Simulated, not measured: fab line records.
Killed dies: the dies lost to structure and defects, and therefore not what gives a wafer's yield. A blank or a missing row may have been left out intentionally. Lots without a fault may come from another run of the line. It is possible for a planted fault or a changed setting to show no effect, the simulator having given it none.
fab line records | flow nand-harc | part 2 of 2: steps 5 to 6 of 6
[record] lots = 23 | wafers = 69 | last-day = 24
route steps=1159 shown A_CHANNEL_FILL_D1@513 A_STAIRCASE@519
lots that met no fault: from a run of the same line without faults
start-h: hours from the record's first day to the start of the lot's first wafer shown | wait-h: hours since the lot's step before | " identical to the entry in the row above | L1.1+2: several wafers, shown together as one row | - no value, or no start given | * or withheld: withheld | < > ~ a bound
route shown NAME@n: names a module that has steps shown in the file, with the first one's number in the route | usual: mean/standard deviation taken from wafers without a fault | same: alike in all rows | chamber/n: place in a boat | sites: per-site readings | _std_site: the standard deviation of these | _edge_site: mean of outer sites minus mean of inner sites | radius-mm: how far each site lies from the wafer's centre | mask NAME#n: copy n | behind: the tool/chamber that last shaped the wafer | hold: what put the lot on hold/how long, in hours/how the hold closed | device: transistor that didn't switch, given as n, p or np | end of line: the route-end tests of the same wafers | a step without rows: its recipe alone | killed: dies lost to structure and defects at the first sort, not the wafer's yield | map: shows each die of a wafer: x if killed, . if not, _ if none is there
set.NAME: the run value of the setting; set.NAME@STEP: its run value at that earlier step | model.NAME: the simulator's own value behind a step, which no gauge read
the route's steps for a sample of lots (tables are steps, rows are wafers)
services: the hour from which a tool's chamber was out of use, counted from the record's first day as start-h (under 0 if before that day), plus the number of hours and why
[[steps]]
[step NHARC_A_STAIRCASE_DESCUM_186]
[recipe] time-s = 3 | o2-flow-sccm = 200 | ar-flow-sccm = 0 | bias-power-w = 0 | chemistry = O2
[usual] drypump-motor-current-A = 5.4/0.36 | oes-product-au = 1.001/0.0072 | rf-vpp-V = 58.0/0.85 | showerhead-plenum-p-Torr = 1.97/0.065 | throttle-valve-pct = 11.311/0.0085
lot.wafer | tool        | chamber | start-h | wait-h | drypump-motor-current-A | oes-product-au | rf-hours-counter-h | rf-vpp-V | showerhead-plenum-p-Torr | throttle-valve-pct
L075.2    | rie-diel-02 | 1       | 242.49  | -      | 5.5                     | 0.996          | 33                 | 57.8     | 1.82                     | 11.310
L075.1    | "           | 2       | "       | "      | 5.2                     | 1.016          | 33                 | 56.1     | 2.07                     | 11.296
L075.5    | "           | 3       | "       | "      | 6.1                     | 1.005          | -                  | 57.4     | 1.98                     | 11.306
L074.4    | rie-diel-07 | 1       | 250.30  | -      | 5.6                     | 1.001          | 6                  | 57.9     | 1.93                     | 11.312
L074.1    | "           | 2       | "       | "      | 5.6                     | 0.996          | 6                  | 57.0     | 1.97                     | 11.314
L074.6    | "           | 1       | "       | "      | 5.6                     | 1.003          | -                  | 58.6     | 1.93                     | 11.314
L078.2    | rie-diel-07 | 0       | 254.79  | -      | 5.7                     | 0.988          | 8                  | 57.8     | 1.99                     | 11.311
L078.3    | "           | 1       | "       | "      | 5.6                     | 0.991          | 9                  | 59.0     | 1.93                     | 11.310
L078.1    | "           | 2       | "       | "      | 5.6                     | 0.992          | 9                  | 56.6     | 1.97                     | 11.315
L076.4    | rie-diel-06 | 3       | 255.29  | -      | 4.8                     | 1.003          | 1                  | 56.2     | 2.05                     | 11.293
L076.1    | "           | 0       | "       | "      | 5.0                     | 1.006          | 1                  | 58.1     | 2.02                     | 11.304
L076.6    | "           | 2       | "       | "      | 5.3                     | 1.015          | -                  | 59.3     | 2.06                     | 11.324
L077.2    | rie-diel-06 | 0       | 257.85  | -      | 5.0                     | 1.021          | 3                  | 56.3     | 2.02                     | 11.320
L077.1    | "           | 1       | "       | "      | 5.2                     | 1.011          | 2                  | 59.4     | 1.93                     | 11.308
L077.6    | "           | 3       | "       | "      | 4.8                     | 1.000          | -                  | 57.6     | 2.05                     | 11.316
L079.2    | rie-diel-02 | 0       | 265.10  | -      | 5.8                     | 0.991          | 44                 | 58.1     | 1.85                     | 11.297
L079.4    | "           | 3       | "       | "      | 6.1                     | 1.005          | 41                 | 58.5     | 1.98                     | 11.320
L079.6    | "           | 0       | "       | "      | 5.8                     | 1.001          | -                  | 57.6     | 1.85                     | 11.310
L080.3    | rie-diel-07 | 3       | 277.29  | -      | 5.5                     | 1.003          | -                  | 57.3     | 1.92                     | 11.302
L080.4    | "           | 1       | "       | "      | 5.6                     | 0.991          | -                  | 58.8     | 1.93                     | 11.320
L080.5    | "           | 1       | "       | "      | 5.6                     | 1.008          | -                  | 59.4     | 1.93                     | 11.295
L081.1    | rie-diel-06 | 0       | 277.76  | -      | 5.0                     | 1.008          | 9                  | 57.6     | 2.02                     | 11.316
L081.2    | "           | 1       | "       | "      | 5.3                     | 1.001          | 10                 | 57.3     | 1.93                     | 11.304
L081.6    | "           | 3       | "       | "      | 4.7                     | 1.002          | -                  | 58.1     | 2.05                     | 11.305
L082.1    | rie-diel-07 | 2       | 290.95  | -      | 5.7                     | 1.001          | 20                 | 58.2     | 1.97                     | 11.319
L082.5    | "           | 2       | "       | "      | 5.6                     | 0.996          | -                  | 57.0     | 1.97                     | 11.306
L082.6    | "           | 3       | "       | "      | 5.5                     | 1.004          | -                  | 58.2     | 1.92                     | 11.309
L084.3    | rie-diel-07 | 0       | 296.92  | -      | 5.7                     | 1.001          | 20                 | 57.8     | 1.99                     | 11.313
L084.5    | "           | 2       | "       | "      | 5.6                     | 0.993          | -                  | 58.6     | 1.97                     | 11.294
L084.6    | "           | 3       | "       | "      | 5.5                     | 1.019          | -                  | 56.9     | 1.92                     | 11.316
L087.4    | rie-diel-07 | 3       | 317.15  | -      | 5.5                     | 0.997          | 35                 | 57.5     | 1.91                     | 11.302
L087.1    | "           | 0       | "       | "      | 5.7                     | 0.998          | 31                 | 59.7     | 1.98                     | 11.324
L087.2    | "           | 1       | "       | "      | 5.6                     | 0.994          | 36                 | 58.5     | 1.92                     | 11.320
L086.2    | rie-diel-06 | 2       | 317.83  | -      | 5.3                     | 1.003          | 23                 | 59.0     | 2.05                     | 11.301
L086.4    | "           | 3       | "       | "      | 4.8                     | 1.001          | 23                 | 58.4     | 2.05                     | 11.315
L086.1    | "           | 0       | "       | "      | 5.0                     | 1.014          | 18                 | 59.3     | 2.02                     | 11.317
L085.3    | rie-diel-06 | 0       | 319.11  | -      | 5.0                     | 0.994          | 19                 | 57.9     | 2.02                     | 11.321
L085.1    | "           | 2       | "       | "      | 5.3                     | 0.995          | 24                 | 58.2     | 2.05                     | 11.300
L085.5    | "           | 1       | "       | "      | 5.3                     | 0.998          | -                  | 58.3     | 1.93                     | 11.305
L088.3    | rie-diel-06 | 0       | 328.53  | -      | 5.0                     | 0.998          | 22                 | 58.5     | 2.01                     | 11.306
L088.1    | "           | 2       | "       | "      | 5.3                     | 1.011          | 27                 | 58.0     | 2.05                     | 11.303
L088.4    | "           | 3       | "       | "      | 4.7                     | 0.997          | 27                 | 58.0     | 2.05                     | 11.317
L089.3    | rie-diel-06 | 1       | 333.38  | -      | 5.2                     | 1.008          | 30                 | 58.4     | 1.92                     | 11.305
L089.4    | "           | 2       | "       | "      | 5.3                     | 1.002          | 29                 | 58.2     | 2.05                     | 11.306
L089.5    | "           | 0       | "       | "      | 5.0                     | 1.007          | -                  | 56.0     | 2.01                     | 11.297
L090.1    | rie-diel-07 | 3       | 333.71  | -      | 5.5                     | 0.993          | 42                 | 58.4     | 1.91                     | 11.313
L090.3    | "           | 2       | "       | "      | 5.6                     | 0.995          | 38                 | 57.9     | 1.96                     | 11.303
L090.4    | "           | 3       | "       | "      | 5.5                     | 1.001          | -                  | 58.0     | 1.91                     | 11.311
L091.1    | rie-diel-06 | 3       | 334.35  | -      | 4.8                     | 0.993          | 30                 | 58.7     | 2.05                     | 11.298
L091.3    | "           | 1       | "       | "      | 5.2                     | 1.004          | 31                 | 57.2     | 1.92                     | 11.313
L091.2    | "           | 2       | "       | "      | 5.3                     | 1.004          | 30                 | 59.5     | 2.05                     | 11.300
L092.4    | rie-diel-02 | 0       | 349.02  | -      | 5.8                     | 1.010          | 3                  | 58.0     | 1.84                     | 11.305
L092.1    | "           | 2       | "       | "      | 5.2                     | 1.017          | 3                  | 57.3     | 2.05                     | 11.320
L092.5    | "           | 0       | "       | "      | 5.8                     | 1.004          | -                  | 58.8     | 1.84                     | 11.310
L095.1    | rie-diel-02 | 2       | 362.79  | -      | 5.2                     | 1.001          | 7                  | 59.7     | 2.05                     | 11.326
L095.3    | "           | 3       | "       | "      | 6.1                     | 1.000          | 7                  | 57.8     | 1.97                     | 11.315
L095.2    | "           | 0       | "       | "      | 5.9                     | 0.998          | 7                  | 58.9     | 1.84                     | 11.311
L096.4    | rie-diel-06 | 3       | 364.39  | -      | 4.7                     | 0.994          | 42                 | 56.7     | 2.04                     | 11.312
L096.3    | "           | 1       | "       | "      | 5.3                     | 1.001          | 42                 | 57.2     | 1.92                     | 11.313
L096.1    | "           | 2       | "       | "      | 5.3                     | 1.003          | 41                 | 57.2     | 2.04                     | 11.314
L093.2    | rie-diel-07 | 3       | 364.82  | -      | 5.5                     | 1.008          | 52                 | 59.1     | 1.91                     | 11.297
L093.4    | "           | 1       | "       | "      | 5.6                     | 1.010          | 46                 | 57.9     | 1.92                     | 11.308
L093.6    | "           | 3       | "       | "      | 5.5                     | 1.014          | -                  | 57.9     | 1.91                     | 11.317
L094.3    | rie-diel-07 | 1       | 368.09  | -      | 5.6                     | 0.996          | 47                 | 57.8     | 1.92                     | 11.309
L094.4    | "           | 2       | "       | "      | 5.6                     | 0.997          | 50                 | 58.4     | 1.96                     | 11.314
L094.6    | "           | 0       | "       | "      | 5.7                     | 1.001          | -                  | 58.1     | 1.98                     | 11.321
L097.4    | rie-diel-07 | 2       | 377.14  | -      | 5.6                     | 1.003          | 53                 | 56.8     | 1.96                     | 11.311
L097.1    | "           | 0       | "       | "      | 5.7                     | 1.000          | 53                 | 57.2     | 1.98                     | 11.316
L097.5    | "           | 1       | "       | "      | 5.6                     | 1.000          | -                  | 56.8     | 1.92                     | 11.310
[step NHARC_A_STAIRCASE_TRIM_189]
[recipe] time-s = 211.2 | o2-flow-sccm = 500 | ar-flow-sccm = 0 | bias-w = 0 | chemistry = O2
[usual] drypump-motor-current-A = 5.4/0.34 | oes-product-au = 1.002/0.0069 | rf-vpp-V = 58.1/0.84 | showerhead-plenum-p-Torr = 3.62/0.12 | throttle-valve-pct = 17.036/0.009
lot.wafer | tool        | chamber | start-h | wait-h | drypump-motor-current-A | oes-product-au | rf-hours-counter-h | rf-vpp-V | showerhead-plenum-p-Torr | throttle-valve-pct
L075.1    | rie-diel-02 | 3       | -       | -      | 6.1                     | 0.995          | 30                 | 57.3     | 3.64                     | 17.046
L075.2    | "           | 0       | "       | "      | 5.9                     | 1.006          | 32                 | 57.3     | 3.42                     | 17.022
L075.5    | "           | 2       | "       | "      | 5.2                     | 1.008          | -                  | 57.8     | 3.79                     | 17.040
L074.1    | rie-diel-07 | 2       | -       | -      | 5.7                     | 1.010          | 7                  | 57.7     | 3.63                     | 17.033
L074.4    | "           | 3       | "       | "      | 5.5                     | 1.007          | 5                  | 55.7     | 3.55                     | 17.034
L074.6    | "           | 1       | "       | "      | 5.6                     | 1.010          | -                  | 59.1     | 3.56                     | 17.037
L078.2    | rie-diel-07 | 0       | -       | -      | 5.7                     | 1.001          | 8                  | 58.8     | 3.66                     | 17.041
L078.1    | "           | 1       | "       | "      | 5.6                     | 1.000          | 9                  | 57.1     | 3.56                     | 17.024
L078.3    | "           | 2       | "       | "      | 5.6                     | 1.013          | 9                  | 58.4     | 3.63                     | 17.038
L076.1    | rie-diel-06 | 3       | -       | -      | 4.8                     | 1.001          | 2                  | 59.1     | 3.77                     | 17.035
L076.4    | "           | 0       | "       | "      | 5.0                     | 0.995          | 2                  | 58.4     | 3.71                     | 17.030
L076.6    | "           | 0       | "       | "      | 5.0                     | 1.004          | -                  | 58.7     | 3.71                     | 17.038
L077.1    | rie-diel-06 | 0       | -       | -      | 5.0                     | 1.008          | 3                  | 58.4     | 3.71                     | 17.040
L077.2    | "           | 1       | "       | "      | 5.2                     | 1.009          | 2                  | 57.1     | 3.56                     | 17.056
L077.6    | "           | 1       | "       | "      | 5.3                     | 1.007          | -                  | 58.0     | 3.56                     | 17.037
L079.2    | rie-diel-02 | 3       | -       | -      | 6.1                     | 0.990          | 41                 | 58.5     | 3.64                     | 17.012
L079.4    | "           | 0       | "       | "      | 5.9                     | 0.991          | 44                 | 58.4     | 3.41                     | 17.027
L079.6    | "           | 3       | "       | "      | 6.1                     | 0.996          | -                  | 58.9     | 3.64                     | 17.039
L080.3    | rie-diel-07 | 3       | -       | -      | 5.5                     | 1.004          | -                  | 59.6     | 3.54                     | 17.034
L080.4    | "           | 1       | "       | "      | 5.6                     | 0.998          | -                  | 58.0     | 3.56                     | 17.031
L080.5    | "           | 1       | "       | "      | 5.6                     | 1.006          | -                  | 57.8     | 3.56                     | 17.026
L081.1    | rie-diel-06 | 3       | -       | -      | 4.7                     | 0.985          | 9                  | 59.8     | 3.77                     | 17.025
L081.2    | "           | 0       | "       | "      | 5.0                     | 0.987          | 9                  | 58.6     | 3.71                     | 17.017
L081.6    | "           | 2       | "       | "      | 5.3                     | 1.000          | -                  | 59.2     | 3.77                     | 17.032
L082.1    | rie-diel-07 | 3       | -       | -      | 5.4                     | 0.994          | 22                 | 58.5     | 3.54                     | 17.037
L082.6    | "           | 2       | "       | "      | 5.6                     | 0.996          | -                  | 57.8     | 3.62                     | 17.025
L082.5    | "           | 3       | "       | "      | 5.4                     | 1.007          | -                  | 59.5     | 3.54                     | 17.043
L084.3    | rie-diel-07 | 2       | -       | -      | 5.6                     | 0.994          | 23                 | 58.5     | 3.62                     | 17.041
L084.5    | "           | 0       | "       | "      | 5.7                     | 0.991          | -                  | 57.1     | 3.66                     | 17.039
L084.6    | "           | 1       | "       | "      | 5.6                     | 0.992          | -                  | 56.2     | 3.55                     | 17.058
L087.2    | rie-diel-07 | 2       | -       | -      | 5.6                     | 0.989          | 31                 | 56.5     | 3.62                     | 17.033
L087.1    | "           | 0       | "       | "      | 5.7                     | 0.993          | 31                 | 59.4     | 3.65                     | 17.036
L087.4    | "           | 1       | "       | "      | 5.6                     | 1.001          | 36                 | 57.0     | 3.55                     | 17.029
L086.1    | rie-diel-06 | 2       | -       | -      | 5.3                     | 1.005          | 24                 | 58.8     | 3.76                     | 17.035
L086.2    | "           | 3       | "       | "      | 4.7                     | 0.999          | 23                 | 58.7     | 3.76                     | 17.026
L086.4    | "           | 0       | "       | "      | 5.0                     | 1.006          | 19                 | 59.4     | 3.70                     | 17.044
L085.3    | rie-diel-06 | 3       | -       | -      | 4.8                     | 0.992          | 24                 | 58.6     | 3.76                     | 17.043
L085.1    | "           | 1       | "       | "      | 5.3                     | 1.013          | 24                 | 59.7     | 3.55                     | 17.040
L085.5    | "           | 2       | "       | "      | 5.3                     | 1.010          | -                  | 58.8     | 3.76                     | 17.054
L088.3    | rie-diel-06 | 3       | -       | -      | 4.8                     | 0.994          | 27                 | 57.8     | 3.76                     | 17.045
L088.1    | "           | 1       | "       | "      | 5.3                     | 1.004          | 27                 | 57.5     | 3.55                     | 17.047
L088.4    | "           | 2       | "       | "      | 5.3                     | 1.009          | 27                 | 59.4     | 3.76                     | 17.026
L089.3    | rie-diel-06 | 2       | -       | -      | 5.3                     | 1.007          | 30                 | 59.0     | 3.76                     | 17.036
L089.4    | "           | 0       | "       | "      | 5.0                     | 1.001          | 26                 | 58.0     | 3.70                     | 17.033
L089.5    | "           | 1       | "       | "      | 5.2                     | 1.005          | -                  | 57.2     | 3.55                     | 17.035
L090.1    | rie-diel-07 | 2       | -       | -      | 5.7                     | 1.006          | 38                 | 57.0     | 3.61                     | 17.025
L090.3    | "           | 3       | "       | "      | 5.5                     | 1.004          | 42                 | 57.6     | 3.53                     | 17.040
L090.4    | "           | 0       | "       | "      | 5.7                     | 1.005          | -                  | 57.0     | 3.65                     | 17.053
L091.2    | rie-diel-06 | 0       | -       | -      | 5.0                     | 1.014          | 26                 | 57.3     | 3.70                     | 17.041
L091.3    | "           | 1       | "       | "      | 5.2                     | 1.009          | 31                 | 57.3     | 3.55                     | 17.032
L091.1    | "           | 3       | "       | "      | 4.7                     | 0.999          | 30                 | 59.2     | 3.75                     | 17.038
L092.1    | rie-diel-02 | 2       | -       | -      | 5.2                     | 1.012          | 3                  | 58.0     | 3.77                     | 17.029
L092.4    | "           | 0       | "       | "      | 5.9                     | 1.000          | 3                  | 58.4     | 3.40                     | 17.040
L092.5    | "           | 2       | "       | "      | 5.2                     | 1.008          | -                  | 58.1     | 3.77                     | 17.034
L095.3    | rie-diel-02 | 1       | -       | -      | 5.5                     | 1.008          | 7                  | 57.9     | 3.34                     | 17.040
L095.1    | "           | 2       | "       | "      | 5.2                     | 0.997          | 8                  | 57.9     | 3.77                     | 17.022
L095.2    | "           | 3       | "       | "      | 6.1                     | 0.997          | 8                  | 57.9     | 3.62                     | 17.038
L096.4    | rie-diel-06 | 1       | -       | -      | 5.3                     | 1.014          | 42                 | 56.7     | 3.54                     | 17.036
L096.3    | "           | 3       | "       | "      | 4.8                     | 0.997          | 42                 | 58.2     | 3.75                     | 17.023
L096.1    | "           | 0       | "       | "      | 5.0                     | 0.994          | 38                 | 58.9     | 3.69                     | 17.034
L093.4    | rie-diel-07 | 0       | -       | -      | 5.7                     | 1.004          | 49                 | 58.0     | 3.64                     | 17.040
L093.2    | "           | 2       | "       | "      | 5.6                     | 1.004          | 49                 | 56.5     | 3.61                     | 17.059
L093.6    | "           | 3       | "       | "      | 5.5                     | 0.997          | -                  | 57.4     | 3.52                     | 17.025
L094.3    | rie-diel-07 | 0       | -       | -      | 5.7                     | 0.995          | 50                 | 58.4     | 3.64                     | 17.043
L094.4    | "           | 3       | "       | "      | 5.5                     | 0.996          | 53                 | 58.6     | 3.52                     | 17.031
L094.6    | "           | 0       | "       | "      | 5.7                     | 1.003          | -                  | 57.1     | 3.64                     | 17.040
L097.1    | rie-diel-07 | 2       | -       | -      | 5.6                     | 1.005          | 53                 | 58.4     | 3.61                     | 17.032
L097.4    | "           | 3       | "       | "      | 5.5                     | 1.007          | 56                 | 58.5     | 3.52                     | 17.030
L097.5    | "           | 2       | "       | "      | 5.6                     | 1.011          | -                  | 59.4     | 3.61                     | 17.031
[[services]]
tool        | chamber | start-h | hours | kind
pecvd-01    | 0       | 212.95  | 4.2   | repair
rie-diel-07 | 3       | 217.21  | 9.3   | repair
cmp-01      | -       | 219.08  | 0.4   | repair
rie-diel-02 | 2       | 222.54  | 2.5   | repair
rie-diel-07 | -       | 228.36  | 9.0   | pm
cmp-01      | -       | 228.56  | 0.8   | repair
rie-diel-02 | 3       | 235.05  | 5.9   | repair
pecvd-01    | -       | 237.00  | 13.0  | pm
rie-diel-06 | -       | 241.85  | 9.0   | pm
cmp-04      | -       | 242.97  | 0.8   | repair
cmp-03      | -       | 254.00  | 4.0   | pm
rie-diel-02 | -       | 258.59  | 0.4   | repair
rie-diel-07 | 0       | 271.98  | 11.8  | repair
cmp-01      | -       | 277.61  | 4.0   | pm
rie-diel-06 | 0       | 284.88  | 9.7   | repair
pecvd-04    | 2       | 285.97  | 3.9   | repair
cmp-03      | -       | 293.96  | 1.9   | repair
rie-diel-06 | -       | 300.37  | 1.9   | repair
cmp-04      | -       | 301.17  | 4.0   | pm
cmp-04      | -       | 319.71  | 0.3   | repair
rie-diel-02 | -       | 327.83  | 9.0   | pm
cmp-03      | -       | 352.05  | 4.0   | pm
cmp-01      | -       | 375.61  | 4.0   | pm
pecvd-04    | -       | 376.22  | 13.0  | pm
